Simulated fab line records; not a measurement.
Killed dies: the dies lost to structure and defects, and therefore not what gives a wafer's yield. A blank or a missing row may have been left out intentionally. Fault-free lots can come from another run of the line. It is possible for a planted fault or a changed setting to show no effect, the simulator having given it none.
Matching of chambers    flow nandHarc    NHARC_A_M1_PRE_CLEAN_32 on pecvd-04: 3 sister chambers
The step time 12 s. 3 wafers are shown with their chamber, then 12 later ones without.

## WAFERS PAIRED WITH THEIR CHAMBERS
wafer   chamber  heaterPowerW (W)
L089.4  2        588
L096.3  0        687
L096.6  1        647

## WAFERS WITHOUT THEIR CHAMBER
wafer   heaterPowerW (W)
L096.2  596
L096.4  587
L096.5  671
L094.1  551
L094.5  578
L094.6  629
L094.2  642
L094.3  580
L094.4  551
L095.4  642
L095.5  679
L095.6  575

## CHAMBER TAKEN BY EACH
wafer    from the rows above       in truth
L096.2   2                         2
L096.4   2                         2
L096.5   can't be placed: 0 or 1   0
L094.1   2                         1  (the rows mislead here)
L094.5   2                         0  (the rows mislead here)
L094.6   can't be placed: 1 or 2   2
L094.2   1                         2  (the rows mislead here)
L094.3   2                         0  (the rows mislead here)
L094.4   2                         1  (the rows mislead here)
L095.4   1                         1
L095.5   can't be placed: 0 or 1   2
L095.6   2                         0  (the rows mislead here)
Correct placement for 3 of the 12. Not placeable from these rows: 3 (in 2, the candidates include the true chamber). Wrongly placed: 6.
How it was worked out, from the rows above alone: a wafer's distance from a chamber is the root of the sum, over the readings, of the square of ((its reading less the chamber's mean) divided by the reading's scatter). The wafer belongs to the nearest chamber; if the next one is less than 2 further off, it can't be placed. The mean given for a chamber averages the wafers shown for that chamber. The scatter: with one shown wafer a chamber, the root of the mean of the squares of how far each hidden wafer lies from its nearest shown one.
